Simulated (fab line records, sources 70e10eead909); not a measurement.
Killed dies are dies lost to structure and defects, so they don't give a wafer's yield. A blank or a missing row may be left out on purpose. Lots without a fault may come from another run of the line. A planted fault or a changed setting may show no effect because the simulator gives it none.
Chamber matching | flow nand_harc | NHARC_A_STAIRCASE_CMP_472 on cmp-04: 4 sister chambers
The step polishes SiO2. 16 wafers are shown with their chamber, then 8 later ones without.

WAFERS WITH THEIR CHAMBER
wafer  | chamber | motor_current_A (A)
L077.1 | 3       | 12.0
L077.2 | 1       | 12.5
L077.6 | 0       | 8.3
L078.2 | 0       | 8.4
L078.3 | 2       | 11.9
L078.6 | 3       | 12.3
L080.1 | 0       | 8.3
L080.2 | 1       | 12.4
L080.3 | 2       | 11.0
L083.3 | 1       | 11.7
L083.4 | 2       | 11.5
L083.6 | 3       | 12.5
L084.4 | 0       | 8.6
L084.5 | 3       | 12.5
L084.6 | 0       | 8.2
L093.1 | 1       | 11.8

SIGNATURES (means of the wafers above)
reading         | chamber 0 | chamber 1 | chamber 2 | chamber 3 | scatter within a chamber
motor_current_A | 8.360     | 12.100    | 11.467    | 12.325    | 0.312
Rule: a wafer's distance from a chamber is the root of the sum, over the readings, of the square of ((its reading less the chamber's mean) divided by the reading's scatter). The wafer belongs to the nearest chamber; if the next one is less than 2 further off, it can't be placed. The scatter: the root of (the sum of the squares of (reading less its chamber's mean) over the shown wafers, divided by (wafers less chambers)).

WAFERS WITHOUT THEIR CHAMBER
wafer  | motor_current_A (A)
L093.2 | 8.5
L093.4 | 11.0
L095.1 | 12.2
L095.2 | 11.4
L095.4 | 8.0
L097.2 | 10.7
L097.3 | 12.0
L097.4 | 8.0

WHICH CHAMBER EACH WENT THROUGH
wafer  | from the rows above          | in truth
L093.2 | 0                            | 0
L093.4 | 2                            | 2
L095.1 | can't be placed: 1 or 3      | 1
L095.2 | 2                            | 2
L095.4 | 0                            | 0
L097.2 | 2                            | 2
L097.3 | can't be placed: 1 or 3 or 2 | 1
L097.4 | 0                            | 0
Placed correctly: 6 of 8. Can't be placed from these rows: 2 (the true chamber is among the candidates in 2). Placed wrongly: 0.
